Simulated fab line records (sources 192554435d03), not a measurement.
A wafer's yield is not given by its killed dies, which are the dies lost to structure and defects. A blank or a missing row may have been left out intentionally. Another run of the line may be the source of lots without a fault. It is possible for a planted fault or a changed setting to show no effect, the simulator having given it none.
fab line records	flow n5_finfet
[record] lots = 6	wafers = 18	last_day = 15
route steps=1938 shown BEOL_M8@1362 PASSIVATION@1936
lots that met no fault: from a run of the same line without faults
start_h: start of the lot's first displayed wafer, in hours after the record's first day	wait_h: hours from the lot's prior step to this one	" identical to the entry in the row above	L1.1+2: one row covering several wafers at once	- no value present, or no start provided	* or withheld: withheld	< > ~ a bound
route shown NAME@n: names a module that has steps shown in the file, with the first one's number in the route	usual: mean/standard deviation taken from wafers without a fault	same: alike in all rows	chamber/n: place in a boat	sites: the reading at each site	_std_site: how widely they spread, as a standard deviation	_edge_site: mean of outer sites minus mean of inner sites	radius_mm: for every site, how far away it sits from the centre of the wafer	mask NAME#n: copy n	behind: the tool/chamber that last shaped the wafer	hold: reason for holding the lot/hours on hold/outcome of the hold	device: transistor that didn't switch, given as n, p or np	end of line: the route-end tests of the same wafers	a step given without rows: its recipe and nothing more	killed: dies that structure and defects cost at the first sort, which is not the same as the wafer's yield	map: per-die view of a wafer (x killed, . not killed, _ where there is no die)
set.NAME: the setting that was run; set.NAME@STEP: the one run at that earlier step	model.NAME: the simulator's own value behind a step, which no gauge read
lots at some steps of the route; a table a step, a row a wafer
services: from which hour (start_h, from the record's first day; less than 0 if before it) a tool's chamber was out of use, for how many hours, and why
[[steps]]
[step N5_BEOL_M8_EXPOSE_25]
[recipe] mask_id = V7	na = 0.33	source_shape = annular	sigma_inner = 0.4	sigma_outer = 0.8	polarization = unpolarized	target_cd_nm = 40	dose_mj = 42.5
[step N5_BEOL_M8_PEB_26]
[recipe] peb_temp_c = 100	peb_time_s = 60	resist = CAR-EUV
[step N5_BEOL_M8_DEVELOP_27]
[recipe] develop_time_s = 30	developer = TMAH	resist = CAR-EUV	rinse_liquid = surfactant_rinse	dry = air_spin	dev_temp_c = 23
[step N5_BEOL_M8_CD_MEAS_28]
[recipe] target_cd_nm = 40	landing_energy_ev = 500	detector = se_inlens
[usual] cd_nm = 40.08/0.23
[same] landing_energy_ev = 500
lot.wafer	tool	chamber	start_h	wait_h	cd_nm
L137.2	cd_sem-02	0	233.49	-	40.11
L137.3	"	0	"	"	39.90
L137.6	"	0	"	"	40.09
L142.2	cd_sem-03	0	249.98	-	40.00
L142.3	"	0	"	"	40.03
L142.6	"	0	"	"	39.71
L141.2	cd_sem-03	0	257.63	-	40.28
L141.3	"	0	"	"	39.90
L141.6	"	0	"	"	40.15
L143.2	cd_sem-01	0	257.80	-	39.96
L143.3	"	0	"	"	39.93
L143.6	"	0	"	"	40.21
L146.1	cd_sem-01	0	292.62	-	40.19
L146.2	"	0	"	"	40.42
L146.5	"	0	"	"	40.38
L149.1	cd_sem-01	0	298.65	-	40.17
L149.3	"	0	"	"	39.76
L149.5	"	0	"	"	40.34
[step N5_BEOL_M8_OVL_MEAS_29]
[recipe] points_per_wafer = 522
[usual] V7_OVL = -0.1/0.74
lot.wafer	tool	chamber	start_h	wait_h	V7_OVL[nm]
L137.2	overlay-02	0	233.58	0.1	-0.1
L137.3	"	0	"	"	-1.2
L137.6	"	0	"	"	-0.2
L142.2	overlay-02	0	250.03	0.0	1.1
L142.3	"	0	"	"	0.2
L142.6	"	0	"	"	1.6
L141.2	overlay-02	0	257.66	0.0	-1.1
L141.3	"	0	"	"	-0.3
L141.6	"	0	"	"	-0.8
L143.2	overlay-02	0	257.83	0.0	-0.8
L143.3	"	0	"	"	-0.3
L143.6	"	0	"	"	-0.9
L146.1	overlay-01	0	292.66	0.0	2.0
L146.2	"	0	"	"	0.1
L146.5	"	0	"	"	1.0
L149.1	overlay-01	0	298.68	0.0	0.4
L149.3	"	0	"	"	-1.0
L149.5	"	0	"	"	0.0
[step N5_BEOL_M8_INSPECT_30]
[recipe] mode = adi	inspect_instrument = brightfield
[usual] raw_defect_count = 462/120
lot.wafer	tool	chamber	start_h	wait_h	raw_defect_count
L137.2	defect_inspect-01	-	233.63	0.0	453
L137.3	"	-	"	"	469
L137.6	"	-	"	"	458
L142.2	defect_inspect-02	-	250.08	0.0	326
L142.3	"	-	"	"	460
L142.6	"	-	"	"	403
L141.2	defect_inspect-01	-	257.72	0.0	486
L141.3	"	-	"	"	443
L141.6	"	-	"	"	451
L143.2	defect_inspect-01	-	257.89	0.0	498
L143.3	"	-	"	"	507
L143.6	"	-	"	"	443
L146.1	defect_inspect-02	-	292.71	0.1	640
L146.2	"	-	"	"	912
L146.5	"	-	"	"	704
L149.1	defect_inspect-02	-	298.74	0.1	582
L149.3	"	-	"	"	637
L149.5	"	-	"	"	387
[step N5_BEOL_M8_DESCUM_33]
[recipe] chemistry = O2	time_s = 7	source_power_w = 50	bias_power_w = 20	pressure_mtorr = 20	rf_frequency_hz = 2.712e+07	temp_c = 40	resist = CAR-EUV	o2_flow_sccm = 225
[usual] drypump_motor_current_A = 5.6/0.39	o2_flow_sccm = 225.1/0.71	oes_product_au = 0.79/0.092	rf_vpp_V = 243.0/1.3	showerhead_plenum_p_Torr = 2.08/0.056	temp_c = 40.00/0.12	throttle_valve_pct = 20.30/0.26
lot.wafer	tool	chamber	start_h	wait_h	drypump_motor_current_A	o2_flow_sccm	oes_product_au	rf_hours_counter_h	rf_vpp_V	showerhead_plenum_p_Torr	temp_c	throttle_valve_pct
L137.2	rie_diel-03	3	233.67	0.0	5.4	226.6	0.67	250	243.2	2.06	39.96	20.89
L137.3	"	2	"	"	5.6	225.5	0.88	47	243.3	2.11	40.08	19.82
L137.6	"	0	"	"	6.4	225.7	0.70	-	243.4	2.06	39.88	20.50
L142.2	rie_diel-01	0	250.11	0.0	5.7	224.9	0.70	235	240.7	1.97	39.99	20.41
L142.3	"	3	"	"	5.3	225.3	0.69	208	244.7	2.17	39.89	20.50
L142.6	"	3	"	"	5.3	226.1	0.68	-	245.7	2.17	39.82	20.51
L141.2	rie_diel-01	0	258.03	0.3	5.7	225.3	0.69	238	241.8	1.97	40.11	20.40
L141.3	"	3	"	"	5.3	225.8	0.68	211	243.9	2.17	40.01	20.51
L141.6	"	3	"	"	5.3	225.6	0.68	-	245.1	2.17	39.93	20.52
L143.2	rie_diel-01	2	258.43	0.5	5.9	225.3	0.89	35	241.5	2.05	40.04	20.18
L143.3	"	0	"	"	5.7	226.3	0.69	238	240.4	1.97	40.15	20.41
L143.6	"	3	"	"	5.3	224.5	0.67	-	242.0	2.17	39.80	20.51
L146.1	rie_diel-03	2	293.37	0.7	5.6	225.0	0.84	70	243.0	2.10	40.31	19.86
L146.2	"	1	"	"	5.1	225.7	0.82	51	244.4	2.12	40.08	20.33
L146.5	"	0	"	"	6.4	224.5	0.69	-	244.3	2.05	39.96	20.53
L149.1	rie_diel-03	3	298.77	0.0	5.4	225.9	0.93	15	243.2	2.06	40.15	20.50
L149.3	"	1	"	"	5.1	225.1	0.82	53	243.4	2.12	40.10	20.34
L149.5	"	1	"	"	5.1	225.7	0.82	-	244.6	2.12	40.16	20.33
[step N5_BEOL_M8_ETCH_72]
[recipe] chemistry = N2/H2	target = underlayer	target_depth_a = 65	mask_material = CAR-EUV	time_s = 5.2	ion_energy_ev = 200	pressure_mtorr = 30	source_w = 840	bias_w = 150	n2_flow_sccm = 200	h2_flow_sccm = 200	ends = cleared
[usual] bias_w = 150.0/0.52	drypump_motor_current_A = 5.6/0.39	etch_rf_on_time_s = 5.16/0.12	oes_product_au = 0.68/0.08	rf_vpp_V = 523.7/2	showerhead_plenum_p_Torr = 2.53/0.064	throttle_valve_pct = 17.72/0.28
lot.wafer	tool	chamber	start_h	wait_h	bias_w	drypump_motor_current_A	etch_rf_on_time_s	oes_product_au	rf_hours_counter_h	rf_vpp_V	showerhead_plenum_p_Torr	throttle_valve_pct
L137.2	rie_diel-03	3	233.70	0.0	149.7	5.5	5.16	0.58	250	523.0	2.51	18.40
L137.3	"	2	"	"	149.7	5.7	5.12	0.75	47	525.8	2.59	17.34
L137.6	"	0	"	"	150.4	6.4	5.28	0.60	-	522.9	2.51	17.87
L142.2	rie_diel-01	0	250.15	0.0	150.0	5.7	5.07	0.61	235	520.9	2.40	17.79
L142.3	"	3	"	"	149.9	5.3	5.14	0.59	208	524.9	2.61	17.86
L142.6	"	3	"	"	149.8	5.3	5.14	0.59	-	523.2	2.61	17.85
L141.2	rie_diel-01	0	258.06	0.0	149.4	5.7	5.10	0.60	238	518.8	2.40	17.79
L141.3	"	3	"	"	150.0	5.3	5.21	0.59	211	526.6	2.61	17.87
L141.6	"	3	"	"	150.6	5.3	5.21	0.59	-	525.8	2.61	17.87
L143.2	rie_diel-01	2	258.46	0.0	150.0	5.9	5.31	0.74	35	522.0	2.50	17.66
L143.3	"	0	"	"	150.1	5.8	5.10	0.60	238	520.2	2.40	17.79
L143.6	"	3	"	"	149.6	5.3	5.22	0.60	-	525.2	2.61	17.86
L146.1	rie_diel-03	2	293.41	0.0	150.3	5.6	5.22	0.72	70	522.9	2.58	17.40
L146.2	"	1	"	"	149.9	5.1	5.09	0.72	51	525.9	2.57	17.75
L146.5	"	0	"	"	149.6	6.4	5.32	0.59	-	524.2	2.50	17.94
L149.1	rie_diel-03	3	298.81	0.0	150.8	5.4	4.99	0.80	15	524.1	2.51	17.97
L149.3	"	1	"	"	150.0	5.1	5.11	0.72	53	525.7	2.57	17.76
L149.5	"	1	"	"	150.4	5.1	5.02	0.72	-	523.6	2.57	17.78
[step N5_BEOL_M8_ETCH_65]
[recipe] chemistry = CF4	target = SiARC	target_depth_a = 156	mask_material = CAR-EUV	time_s = 26	ion_energy_ev = 80	pressure_mtorr = 40	source_w = 545	bias_w = 36	Ar_flow_sccm = 100	cf4_flow_sccm = 100	ends = cleared
[usual] bias_w = 36.00/0.1	cf4_flow_sccm = 100.01/0.3	drypump_motor_current_A = 5.6/0.39	etch_rf_on_time_s = 25.8/0.49	oes_product_au = 0.68/0.08	rf_vpp_V = 183.9/1.1	showerhead_plenum_p_Torr = 2.13/0.054	throttle_valve_pct = 15.53/0.27
lot.wafer	tool	chamber	start_h	wait_h	bias_w	cf4_flow_sccm	drypump_motor_current_A	etch_rf_on_time_s	oes_product_au	rf_hours_counter_h	rf_vpp_V	showerhead_plenum_p_Torr	throttle_valve_pct
L137.2	rie_diel-03	3	233.72	0.0	36.02	100.20	5.4	25.8	0.58	250	183.0	2.09	16.03
L137.3	"	2	"	"	35.98	99.53	5.6	25.7	0.75	47	184.9	2.16	15.08
L137.6	"	0	"	"	36.00	99.44	6.4	26.1	0.61	-	183.5	2.13	15.88
L142.2	rie_diel-01	0	250.16	0.0	35.92	99.87	5.7	25.2	0.60	235	185.4	2.03	15.76
L142.3	"	3	"	"	36.07	99.89	5.3	25.8	0.59	208	185.8	2.21	15.72
L142.6	"	3	"	"	36.05	100.06	5.3	26.1	0.59	-	184.3	2.21	15.71
L141.2	rie_diel-01	0	258.08	0.0	36.05	100.11	5.7	25.2	0.61	238	180.7	2.03	15.77
L141.3	"	3	"	"	35.91	99.96	5.3	25.9	0.59	211	186.1	2.21	15.71
L141.6	"	3	"	"	36.03	100.75	5.3	25.8	0.59	-	184.2	2.21	15.72
L143.2	rie_diel-01	2	258.48	0.0	35.95	99.67	5.9	26.3	0.75	35	184.3	2.11	15.41
L143.3	"	0	"	"	36.06	100.14	5.8	25.6	0.61	238	183.0	2.03	15.75
L143.6	"	3	"	"	36.29	99.59	5.3	26.1	0.59	-	186.8	2.21	15.73
L146.1	rie_diel-03	2	293.42	0.0	36.11	99.84	5.6	26.1	0.71	70	185.3	2.16	15.12
L146.2	"	1	"	"	36.12	99.25	5.1	25.3	0.72	51	185.0	2.16	15.42
L146.5	"	0	"	"	35.99	99.81	6.4	26.0	0.59	-	184.0	2.12	15.93
L149.1	rie_diel-03	3	298.82	0.0	35.95	100.03	5.4	25.1	0.82	15	184.6	2.08	15.58
L149.3	"	1	"	"	35.87	100.28	5.1	25.2	0.72	53	184.0	2.16	15.41
L149.5	"	1	"	"	35.96	100.16	5.1	25.4	0.72	-	185.4	2.16	15.44
[step N5_BEOL_M8_ETCH_66]
[recipe] chemistry = N2/H2	target = SOC	target_depth_a = 800	overetch_a = 160	mask_material = SiARC	temp_c = 40	time_s = 120	ion_energy_ev = 200	pressure_mtorr = 30	source_w = 840	bias_w = 150	n2_flow_sccm = 200	h2_flow_sccm = 200
[usual] bias_w = 150.0/0.44	drypump_motor_current_A = 5.6/0.39	oes_product_au = 0.61/0.068	rf_vpp_V = 523.7/2.1	showerhead_plenum_p_Torr = 2.53/0.064	temp_c = 40.00/0.12	throttle_valve_pct = 17.68/0.27
lot.wafer	tool	chamber	start_h	wait_h	bias_w	drypump_motor_current_A	oes_product_au	rf_hours_counter_h	rf_vpp_V	showerhead_plenum_p_Torr	temp_c	throttle_valve_pct
L137.2	rie_diel-03	3	233.75	0.0	150.4	5.4	0.52	250	523.9	2.51	40.02	18.33
L137.3	"	2	"	"	149.5	5.6	0.67	47	524.5	2.59	40.04	17.32
L137.6	"	0	"	"	150.4	6.4	0.54	-	523.6	2.51	39.94	17.87
L142.2	rie_diel-01	0	250.19	0.0	149.9	5.8	0.54	235	520.6	2.40	40.04	17.75
L142.3	"	3	"	"	149.9	5.3	0.53	208	525.9	2.61	40.24	17.81
L142.6	"	3	"	"	150.0	5.3	0.53	-	524.9	2.61	40.22	17.80
L141.2	rie_diel-01	0	258.11	0.0	149.8	5.8	0.54	238	519.2	2.40	40.03	17.75
L141.3	"	3	"	"	149.5	5.4	0.52	211	528.1	2.61	40.07	17.81
L141.6	"	3	"	"	150.4	5.3	0.53	-	526.6	2.61	39.81	17.82
L143.2	rie_diel-01	2	258.51	0.0	150.3	5.9	0.68	35	521.8	2.50	40.17	17.61
L143.3	"	0	"	"	150.1	5.7	0.54	238	521.4	2.40	39.89	17.75
L143.6	"	3	"	"	150.5	5.3	0.53	-	525.2	2.61	39.87	17.80
L146.1	rie_diel-03	2	293.45	0.0	149.8	5.7	0.64	70	524.7	2.58	40.01	17.36
L146.2	"	1	"	"	150.4	5.1	0.64	51	525.6	2.57	39.88	17.72
L146.5	"	0	"	"	149.6	6.4	0.53	-	521.9	2.50	40.04	17.91
L149.1	rie_diel-03	3	298.85	0.0	150.1	5.4	0.71	15	523.1	2.51	40.01	17.89
L149.3	"	1	"	"	150.2	5.1	0.64	53	525.7	2.57	40.20	17.70
L149.5	"	1	"	"	150.1	5.1	0.64	-	525.2	2.57	40.13	17.72
[step N5_BEOL_M8_STRIP_69]
[recipe] chemistry = N2/H2	temp_c = 40	n2_flow_sccm = 200	h2_flow_sccm = 200	rf_frequency_hz = 6e+07
[step N5_BEOL_M8_STRIP_73]
[recipe] chemistry = N2/H2	temp_c = 40	n2_flow_sccm = 200	h2_flow_sccm = 200	rf_frequency_hz = 6e+07
[step N5_BEOL_M8_VIA_ETCH_34]
[recipe] chemistry = C4F6/O2	target = SiCOH_lowk	target_depth_a = 1255	mask_material = SOC	taper_deg = 4	time_s = 50.5	ion_energy_ev = 250	pressure_mtorr = 30	source_w = 345	bias_w = 185	Ar_flow_sccm = 300	C4F6_flow_sccm = 10	O2_flow_sccm = 10
[usual] bias_w = 185.0/0.53	drypump_motor_current_A = 5.6/0.39	oes_ar_750_au = 0.80/0.09	oes_f_703_au = 0.81/0.095	oes_product_au = 0.80/0.093	rf_vpp_V = 654/15	showerhead_plenum_p_Torr = 2.83/0.076	throttle_valve_pct = 20.80/0.26
lot.wafer	tool	chamber	start_h	wait_h	bias_w	drypump_motor_current_A	oes_ar_750_au	oes_f_703_au	oes_product_au	rf_hours_counter_h	rf_vpp_V	showerhead_plenum_p_Torr	throttle_valve_pct	model.etch.depth_nm
L137.2	rie_diel-03	3	233.85	0.0	184.7	5.4	0.70	0.71	0.67	250	654	2.78	21.21	123.5
L137.3	"	2	"	"	184.9	5.6	0.87	0.85	0.88	47	676	2.87	20.26	126.2
L137.6	"	0	"	"	185.7	6.4	0.72	0.71	0.71	-	642	2.83	21.10	123.1
L142.2	rie_diel-01	0	250.29	0.0	184.5	5.8	0.72	0.73	0.70	235	672	2.68	20.83	124.9
L142.3	"	3	"	"	185.3	5.3	0.69	0.70	0.68	208	658	2.96	21.05	123.9
L142.6	"	3	"	"	185.3	5.3	0.70	0.69	0.69	-	657	2.96	21.04	123.6
L141.2	rie_diel-01	0	258.21	0.0	205.8	5.8	0.72	0.73	0.72	238	729	2.68	20.83	131
L141.3	"	3	"	"	205.8	5.3	0.69	0.70	0.69	212	717	2.95	21.05	127.8
L141.6	"	3	"	"	205.6	5.3	0.70	0.70	0.70	-	717	2.95	21.06	127.8
L143.2	rie_diel-01	2	258.61	0.0	207.3	5.9	0.89	0.90	0.90	35	704	2.82	20.83	129.1
L143.3	"	0	"	"	206.9	5.7	0.72	0.72	0.73	238	730	2.68	20.82	131.9
L143.6	"	3	"	"	205.6	5.3	0.70	0.70	0.70	-	717	2.95	21.04	128.6
L146.1	rie_diel-03	2	293.55	0.0	185.0	5.7	0.84	0.83	0.84	70	675	2.86	20.29	124.8
L146.2	"	1	"	"	184.9	5.1	0.86	0.89	0.83	51	626	2.89	20.83	125.9
L146.5	"	0	"	"	184.5	6.4	0.69	0.70	0.69	-	641	2.82	21.12	122.9
L149.1	rie_diel-03	3	298.95	0.0	184.5	5.4	0.94	0.97	0.95	15	653	2.77	20.85	129.7
L149.3	"	1	"	"	184.8	5.1	0.86	0.88	0.83	54	627	2.89	20.84	125.8
L149.5	"	1	"	"	185.5	5.1	0.85	0.88	0.84	-	625	2.89	20.83	126.7
[step N5_BEOL_M8_STRIP_76]
[recipe] chemistry = C4F6/O2	resist = SiARC	rf_frequency_hz = 6e+07
[step N5_PASSIVATION_PROBE_49]
[usual] defect_limited_yield = 91.1/1.4	killed_at_M0_to_M3 = 36/9.9	killed_at_M4_up = 13/5.8	killed_at_contacts = 14/5.9	killed_at_front_end = 39/11	killed_at_other = 3.4/2.9	killed_dies = 105/17	killed_open = 70/13	killed_short = 34/7.3	sort_bin_5_function = 5.3/1	sort_bin_6_memory = 3.3/0.62	sort_n_pass = 1075/17	sort_yield_pct = 91.1/1.4
[same] gross_dies = 1180	killed_at_back_side = 0	sort_bin_4_leakage[%] = 0	sort_bin_8_speed[%] = 0
lot.wafer	tool	chamber	start_h	wait_h	defect_limited_yield[%]	killed_at_M0_to_M3	killed_at_M4_up	killed_at_contacts	killed_at_front_end	killed_at_other	killed_dies	killed_open	killed_short	sort_bin_5_function[%]	sort_bin_6_memory[%]	sort_n_pass	sort_yield_pct[%]
L142.2	prober-01	-	322.70	0.1	91.9	34	10	13	32	6	95	55	40	4.3	3.6	1085	91.9
L142.3	prober-01	-	322.75	0.1	92.4	13	8	17	51	1	90	54	36	4.7	2.5	1090	92.4
L142.6	prober-01	-	322.90	0.3	91.8	21	14	14	48	0	97	69	27	4.6	3.4	1083	91.8
L143.2	prober-01	-	323.84	0.1	88.9	51	8	26	42	4	131	79	41	5.3	4.3	1049	88.9
L143.3	prober-01	-	323.89	0.1	92.8	32	17	8	24	4	85	54	31	3.8	3.1	1095	92.8
L143.6	prober-01	-	324.04	0.3	91.0	33	9	20	43	1	106	66	30	4.6	3.4	1074	91.0
L146.1	prober-02	-	355.09	0.0	90.8	28	14	7	58	1	108	62	46	5.5	3.1	1072	90.8
L146.2	prober-02	-	355.14	0.1	90.5	34	15	19	42	2	112	76	36	5.6	3.6	1068	90.5
L146.5	prober-02	-	355.29	0.2	92.3	42	5	7	36	1	91	60	31	4.9	2.6	1089	92.3
// killed by level:class
L142.2 MOL_CONTACT_COAG:geometric_particle:open=10 BEOL_M0_SAQP:geometric_particle:open=8 BEOL_M0_SAQP:geometric_particle:short=7 STI_FIN_REVEAL:geometric_particle:open=6 GATE_CUT:geometric_particle:short=6 BEOL_M1:geometric_particle:short=6 BEOL_M2:geometric_particle:open=5 GATE_CUT:geometric_particle:open=4
L142.3 MOL_CONTACT_COAG:geometric_particle:open=13 FIN_SAQP:geometric_particle:short=11 FIN_SAQP:geometric_particle:open=10 STI_FIN_REVEAL:geometric_particle:open=5 BEOL_M1:geometric_particle:short=5 GATE_CUT:geometric_particle:short=5 DUMMY_GATE:geometric_particle:open=4 BEOL_M3:geometric_particle:open=4
L142.6 MOL_CONTACT_COAG:geometric_particle:open=14 STI_FIN_REVEAL:geometric_particle:open=13 FIN_SAQP:geometric_particle:short=9 BEOL_M2:geometric_particle:open=7 BEOL_M4:geometric_particle:open=6 GATE_CUT:geometric_particle:short=5 ILD0:geometric_particle:open=4 BEOL_M0_SAQP:geometric_particle:short=4
L143.2 MOL_CONTACT_COAG:geometric_particle:open=18 BEOL_M1:geometric_particle:open=16 BEOL_M0_SAQP:geometric_particle:short=12 HKMG_FIN:area_etch=11 MOL_CONTACT_COAG:geometric_particle:short=8 BEOL_M0_SAQP:geometric_particle:open=8 FIN_SAQP:geometric_particle:short=7 STI_FIN_REVEAL:geometric_particle:open=6
L143.3 BEOL_M2:geometric_particle:open=9 MOL_CONTACT_COAG:geometric_particle:open=8 BEOL_M5:geometric_particle:open=8 FIN_SAQP:geometric_particle:open=4 BEOL_M0_SAQP:geometric_particle:short=4 BEOL_M2:geometric_particle:short=4 BEOL_M3:geometric_particle:open=4 BEOL_M0_SAQP:geometric_particle:open=3
L143.6 MOL_CONTACT_COAG:geometric_particle:open=17 BEOL_M0_SAQP:geometric_particle:open=13 HKMG_FIN:area_etch=9 FIN_SAQP:geometric_particle:short=8 BEOL_M2:geometric_particle:open=5 ILD0:geometric_particle:open=5 BEOL_M1:geometric_particle:open=5 GATE_CUT:geometric_particle:short=4
L146.1 STI_FIN_REVEAL:geometric_particle:open=12 GATE_CUT:geometric_particle:short=12 BEOL_M0_SAQP:geometric_particle:open=12 FIN_SAQP:geometric_particle:open=11 BEOL_M0_SAQP:geometric_particle:short=11 BEOL_M4:geometric_particle:open=8 MOL_CONTACT_COAG:geometric_particle:open=7 GATE_CUT:geometric_particle:open=5
L146.2 BEOL_M0_SAQP:geometric_particle:open=15 MOL_CONTACT_COAG:geometric_particle:open=13 STI_FIN_REVEAL:geometric_particle:open=12 BEOL_M0_SAQP:geometric_particle:short=11 BEOL_M3:geometric_particle:open=7 FIN_SAQP:geometric_particle:open=6 GATE_CUT:geometric_particle:open=6 MOL_CONTACT_COAG:geometric_particle:short=6
L146.5 BEOL_M0_SAQP:geometric_particle:short=16 STI_FIN_REVEAL:geometric_particle:open=13 BEOL_M3:geometric_particle:open=11 BEOL_M0_SAQP:geometric_particle:open=8 MOL_CONTACT_COAG:geometric_particle:open=7 GATE_CUT:geometric_particle:short=6 FIN_SAQP:geometric_particle:open=4 STI_FIN_REVEAL:geometric_particle:short=3
[[services]]
tool	chamber	start_h	hours	kind
rie_diel-03	3	234.65	-	clean
rie_diel-03	3	234.65	-	consumable_replace:focus_ring
rie_diel-03	3	234.65	20.9	scheduled_down
rie_diel-03	3	234.65	20.9	vent_cycle
rie_diel-01	-	236.60	0.2	repair
rie_diel-01	0	293.81	-	clean
rie_diel-01	0	293.81	-	consumable_replace:focus_ring
rie_diel-01	0	293.81	-	consumable_replace:showerhead
rie_diel-01	0	293.81	15.5	scheduled_down
rie_diel-01	0	293.81	15.5	vent_cycle
[[key]]
[first_sign] step = N5_BEOL_M8_VIA_ETCH_34	reading = bias_w	direction = up	sigmas = 40	usual = *	struck = *
[effect] step = N5_BEOL_M8_VIA_ETCH_34	reading = rf_vpp_V	direction = up	sigmas = 4.3	usual = 654	struck = 719
[model_effect] step = N5_BEOL_M8_VIA_ETCH_34	value = etch.depth_nm	without = 124.9	struck = 129.4
met_at N5_BEOL_M8_VIA_ETCH_34
struck_wafers L141.2,L141.3,L141.6,L143.2,L143.3,L143.6
rows_end L141.2,L141.3,L141.6
[baseline_loss] step = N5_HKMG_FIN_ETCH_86	wafers = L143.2
onset_between 250.29 258.21
[earlier_fault] kind = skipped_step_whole	tool = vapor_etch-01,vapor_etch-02	chamber = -	onset_h = 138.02	steps = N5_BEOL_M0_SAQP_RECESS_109	scope = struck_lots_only
[fault] kind = process_parameter_drift	tool = rie_diel-01	chamber = -	onset_h = 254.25	steps = N5_BEOL_M8_VIA_ETCH_34	channel = bias_w	offset = *	shape = step	acts_in = *	stated = *
// rows_end: these wafers met a further fault down the route, and their rows from its step on are left out
// baseline_loss: these wafers lose ten dies or more at that step, a loss of the line's own and not of a fault; the sort's usual values leave them out
